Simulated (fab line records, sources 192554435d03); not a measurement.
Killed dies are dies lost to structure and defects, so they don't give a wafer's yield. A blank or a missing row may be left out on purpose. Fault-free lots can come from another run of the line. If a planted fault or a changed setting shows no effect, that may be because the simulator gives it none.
The tool behind it: which one?	flow n5Finfet	11 lots with 33 wafers sampled at 3 steps, on a route of 1938 steps

WHAT EACH GAUGE READ, for each wafer
N5_PASSIVATION_CD_MEAS_44 targets a cd of 40000 nm. Usual: 40001 nm for cdNm, sd 3.
lot	measured	on	cdNm (nm)	flag
L319	day 12 16:18	cdSem-01	40001 40001 40003	
L320	day 12 16:36	cdSem-01	40004 40000 40004	
L323	day 13 19:56	cdSem-02	40005 40001 40001	
L324	day 13 20:35	cdSem-02	40002 40002 39998	
L325	day 13 22:47	cdSem-02	40000 40001 40003	
L327	day 14 16:02	cdSem-02	39998 40002 39997	
L332	day 15 15:17	cdSem-01	39998 39995 39995	
L334	day 15 22:56	cdSem-03	40005 40004 40003	
L333	day 15 22:26	cdSem-03	39999 40004 40000	
L337	day 16 20:24	cdSem-03	39995 39999 39998	
L340	day 17 13:39	cdSem-03	40001 40002 40004	

TOOL THAT RAN EACH LOT (tool first, then ch and the chambers of the sampled wafers, then the start)
lot	N5_BEOL_M5_ETCH_75	N5_PASSIVATION_DESCUM_12
L319	rieDiel-04 ch 0,2,3, day 8 15:00	rieDiel-05 ch 0,1,2, day 12 13:01
L320	rieDiel-04 ch 1,2,3, day 9 00:42	rieDiel-03 ch 1,2, day 12 13:03
L323	rieDiel-05 ch 2,3, day 9 22:34	rieDiel-03 ch 1,2,3, day 13 16:28
L324	rieDiel-04 ch 0,1,3, day 10 02:07	rieDiel-05 ch 0,1,3, day 13 16:50
L325	rieDiel-04 ch 0,1,3, day 10 06:13	rieDiel-03 ch 0,1,2, day 13 18:41
L327	rieDiel-04 ch 0,1,2, day 11 01:11	rieDiel-05 ch 0,1,3, day 14 11:23
L332	rieDiel-04 ch 0,2,3, day 12 01:42	rieDiel-03 ch 1,2,3, day 15 12:12
L334	rieDiel-04 ch 1,2,3, day 12 03:27	rieDiel-05 ch 0,2,3, day 15 19:36
L333	rieDiel-04 ch 0,1,3, day 12 04:08	rieDiel-04 ch 1,2,3, day 15 18:53
L337	rieDiel-05 ch 1,2, day 13 04:11	rieDiel-04 ch 0,1, day 16 16:24
L340	rieDiel-03 ch 0,1,2, day 13 19:37	rieDiel-05 ch 0,1,3, day 17 10:06
- N5_BEOL_M5_ETCH_75: etches underlayer in N2/H2, target depth 6.5 nm, time 5.2 s.
- N5_PASSIVATION_DESCUM_12: chemistry O2, time 7.9 s.

WHAT THE TOOLS THEMSELVES READ (means of the sampled wafers that have a number; where no wafer has one, the mark that the record gives instead)
N5_BEOL_M5_ETCH_75. Usual: drypumpMotorCurrentA 5.7 A, standard deviation 0.48; etchRfOnTimeS 5.18 s, standard deviation 0.1; oesProductAu 0.67 a.u., standard deviation 0.059; rfVppV 523.8 V, standard deviation 3; showerheadPlenumPTorr 2.54 Torr, standard deviation 0.098; throttleValvePct 17.88 %, standard deviation 0.2.
lot	tool	drypumpMotorCurrentA (A)	etchRfOnTimeS (s)	oesProductAu (a.u.)	rfVppV (V)	showerheadPlenumPTorr (Torr)	throttleValvePct (%)	flag
L319	rieDiel-04	5.7	5.22	0.62	523.1	2.53	17.76	
L320	rieDiel-04	5.4	5.12	0.67	522.5	2.51	17.93	
L323	rieDiel-05	5.4	5.27	0.63	525.3	2.56	17.84	
L324	rieDiel-04	5.9	5.11	0.65	521.5	2.48	17.95	
L325	rieDiel-04	5.9	5.20	0.65	521.6	2.48	17.95	
L327	rieDiel-04	5.5	5.17	0.65	523.5	2.54	17.91	
L332	rieDiel-04	5.7	5.27	0.61	524.4	2.52	17.79	
L334	rieDiel-04	5.4	5.11	0.64	522.5	2.50	17.95	
L333	rieDiel-04	5.9	5.18	0.64	522.1	2.47	17.97	
L337	rieDiel-05	5.3	5.11	0.71	527.4	2.68	17.76	
L340	rieDiel-03	5.9	5.23	0.63	521.9	2.50	17.85	

N5_PASSIVATION_DESCUM_12. Usual: drypumpMotorCurrentA 5.8 A, standard deviation 0.4; oesProductAu 0.80 a.u., standard deviation 0.07; rfVppV 243.1 V, standard deviation 1.5; showerheadPlenumPTorr 2.10 Torr, standard deviation 0.082; tempC 40.00 C, standard deviation 0.12; throttleValvePct 20.44 %, standard deviation 0.22.
lot	tool	drypumpMotorCurrentA (A)	oesProductAu (a.u.)	rfVppV (V)	showerheadPlenumPTorr (Torr)	tempC (C)	throttleValvePct (%)	flag
L319	rieDiel-05	5.7	0.83	243.1	2.14	39.94	20.46	
L320	rieDiel-03	6.1	0.74	241.6	2.03	40.09	20.39	
L323	rieDiel-03	6.1	0.80	243.6	2.10	39.84	20.42	
L324	rieDiel-05	5.6	0.86	243.0	2.09	39.96	20.32	
L325	rieDiel-03	5.9	0.74	243.5	2.05	40.16	20.44	
L327	rieDiel-05	5.7	0.84	242.8	2.09	40.02	20.34	
L332	rieDiel-03	6.1	0.76	242.7	2.09	39.91	20.45	
L334	rieDiel-05	5.7	0.82	243.5	2.08	40.10	20.41	
L333	rieDiel-04	5.4	0.74	242.1	2.05	39.94	20.48	
L337	rieDiel-04	5.7	0.76	242.5	2.04	39.84	20.69	
L340	rieDiel-05	5.7	0.81	242.9	2.08	40.10	20.38	

THE ANSWER, worked out from the rows above alone
Rule: a lot is off if the mean of its wafers that have a number lies more than 3 standard deviations from the usual mean. Also off: a lot with no number at a reading for which 4 or more lots have one. All remaining lots with rows at the step are treated as sound. The gauges are gone through in route order, then the tools' own readings, and for those a lot's mean is taken as printed above. At the first step where some lot is off, the reading lying furthest off is the one used; lots without a number count as furthest.
No lot is off on any of the readings shown, so nothing can be concluded from this.

WHAT WAS PUT IN BY THE SIMULATOR
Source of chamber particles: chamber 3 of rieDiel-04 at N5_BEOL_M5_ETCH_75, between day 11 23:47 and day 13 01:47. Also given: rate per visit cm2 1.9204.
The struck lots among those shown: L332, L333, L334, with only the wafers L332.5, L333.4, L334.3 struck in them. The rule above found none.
